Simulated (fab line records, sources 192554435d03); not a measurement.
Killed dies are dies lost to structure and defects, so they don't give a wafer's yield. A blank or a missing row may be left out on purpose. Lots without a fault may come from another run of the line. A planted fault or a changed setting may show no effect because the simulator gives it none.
Split-lot experiment | flow n5_finfet | 7 lots, 21 wafers read, on a route of 1938 steps

THE SPLIT
At N5_SD_EPI_N_EPI_21 (deposits Si:P, time 690 s), the setting epi_growth_time_s was moved away from the recipe's 690 s on 3 of the 21 wafers read, by -10.0% to -5.8%. The other wafers ran this setting at the recipe's value.

FROM THE SPLIT TO THE READING: what the file shows between them, 3 steps
- N5_SD_EPI_N_PRECLEAN_24: cleans in O3/DIW, time 60 s
- N5_SD_ACTIVATION_RTA_00: time 0 s
- N5_SD_ACTIVATION_LSA_01: time 0.0008 s

THE READING
RS_SD_N, in ohm/sq, at N5_SD_ACTIVATION_RS_MEAS_03 (measures by four-point-probe). Fault-free wafers of this fab line usually give 21.89 ohm/sq, standard deviation 0.28 ohm/sq.

wafer  | tool, chamber at the split | epi_growth_time_s as run, s | against the recipe | RS_SD_N, ohm/sq | against lot-mates on the recipe
L074.2 | epi_rpcvd-01, 0            | 690                         | recipe             | 21.95           | -
L074.3 | epi_rpcvd-01, 0            | 690                         | recipe             | 21.67           | -
L074.4 | epi_rpcvd-01, 0            | 690                         | recipe             | 22.02           | -
L085.2 | epi_rpcvd-02, 0            | 690                         | recipe             | 21.75           | -
L085.3 | epi_rpcvd-02, 0            | 620.8                       | -10.0%             | 23.26           | +1.51
L085.4 | epi_rpcvd-02, 0            | 620.8                       | -10.0%             | 23.54           | +1.79
L086.1 | epi_rpcvd-04, 0            | 690                         | recipe             | 22.13           | -
L086.4 | epi_rpcvd-04, 0            | 649.7                       | -5.8%              | 22.81           | +0.80
L086.6 | epi_rpcvd-04, 0            | 690                         | recipe             | 21.88           | -
L088.3 | epi_rpcvd-01, 0            | 690                         | recipe             | 22.46           | -
L088.4 | epi_rpcvd-01, 0            | 690                         | recipe             | 22.06           | -
L088.5 | epi_rpcvd-01, 0            | 690                         | recipe             | 22.26           | -
L091.1 | epi_rpcvd-02, 0            | 690                         | recipe             | 22.04           | -
L091.4 | epi_rpcvd-02, 0            | 690                         | recipe             | 22.19           | -
L091.5 | epi_rpcvd-02, 0            | 690                         | recipe             | 21.89           | -
L092.3 | epi_rpcvd-04, 0            | 690                         | recipe             | 22.32           | -
L092.5 | epi_rpcvd-04, 0            | 690                         | recipe             | 21.81           | -
L092.6 | epi_rpcvd-04, 0            | 690                         | recipe             | 22.15           | -
L095.2 | epi_rpcvd-04, 0            | 690                         | recipe             | 22.47           | -
L095.3 | epi_rpcvd-04, 0            | 690                         | recipe             | 21.89           | -
L095.5 | epi_rpcvd-04, 0            | 690                         | recipe             | 22.03           | -

THE FIT
A straight line over all 21 wafers: RS_SD_N changes by -0.134 ohm/sq for each +1% of epi_growth_time_s; r = -0.89; the points scatter about the line by 0.22 ohm/sq.
The same after taking each lot's own level away (the mean of its wafers on the recipe; 21 wafers): -0.161 ohm/sq for each +1%; r = -0.95; scatter 0.18 ohm/sq.
On that fit, the largest move of epi_growth_time_s shifts the reading by 1.6 ohm/sq.
The lots' own levels span 21.750 to 22.260 ohm/sq, that is 1.8 times the standard deviation above.
So the lot-to-lot level changes the slope: the two fits differ.
Check: with one of the wafers moved furthest among these (-10.0%) left out of the fit, the line predicts +1.69 ohm/sq for it against its lot-mates. It came out at +1.51 ohm/sq against them.

THE WHOLE CHAIN: every reading that the file lists as answering this split, in the file's order
step                        | what it does                 | reading                                                                         | change (the file's fit)               | r (the file's)
N5_SD_EPI_N_EPI_21          | deposits Si:P, time 690 s    | Si-P_of_SD_EPI_N_EPI_21.thk_nm (the simulator's own value, which no gauge read) | +0.417 nm for each +1% of the setting | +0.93
N5_SD_ACTIVATION_RS_MEAS_03 | measures by four-point-probe | RS_SD_N                                                                         | -0.157 for each +1% of the setting    | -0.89

THE FILE'S OWN FIT
RS_SD_N changes by -0.157 ohm/sq for each +1% of epi_growth_time_s, r = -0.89.
